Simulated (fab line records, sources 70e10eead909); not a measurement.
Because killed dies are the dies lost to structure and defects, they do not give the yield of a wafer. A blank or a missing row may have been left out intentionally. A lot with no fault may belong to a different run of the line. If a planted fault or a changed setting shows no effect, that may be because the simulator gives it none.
Matching of chambers ; flow nand harc ; NHARC_A_SLIT_ETCH_29 on rie diel-06: 4 sister chambers
The step etches the open film in CF4/O2, target depth 100 nm, overetch 10 nm, time 55 s. 4 wafers are shown with their chamber, then 7 later ones without.

## EACH WAFER AND ITS CHAMBER
wafer;chamber;drypump motor current A (A)
L085.3;2;6.6
L085.6;1;5.9
L086.2;0;5.7
L086.4;3;6.5

## WAFERS WHOSE CHAMBER IS MISSING
wafer;drypump motor current A (A)
L086.5;5.7
L087.2;6.5
L087.5;5.9
L087.6;6.6
L093.1;6.6
L093.5;6.5
L093.6;5.8

## WHICH CHAMBER EACH WENT THROUGH
wafer;from the rows above;in truth
L086.5;0;0
L087.2;3;3
L087.5;1;1
L087.6;2;2
L093.1;2;2
L093.5;3;3
L093.6;can't be placed: 0 or 1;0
6 of 7 placed correctly. Can't be placed from these rows: 1 (the true chamber is among the candidates in 1). Wrongly placed: 0.
How it was worked out, from the rows above alone: a wafer's distance from a chamber is the root of the sum, over the readings, of the square of ((its reading less the chamber's mean) divided by the reading's scatter). If the next closest chamber is less than 2 further off than the closest, the wafer can't be placed; otherwise it belongs to the closest. Each chamber's mean is taken over the wafers shown for it. The scatter: root of mean squared gap, hidden wafer to nearest shown wafer, with one shown wafer a chamber.
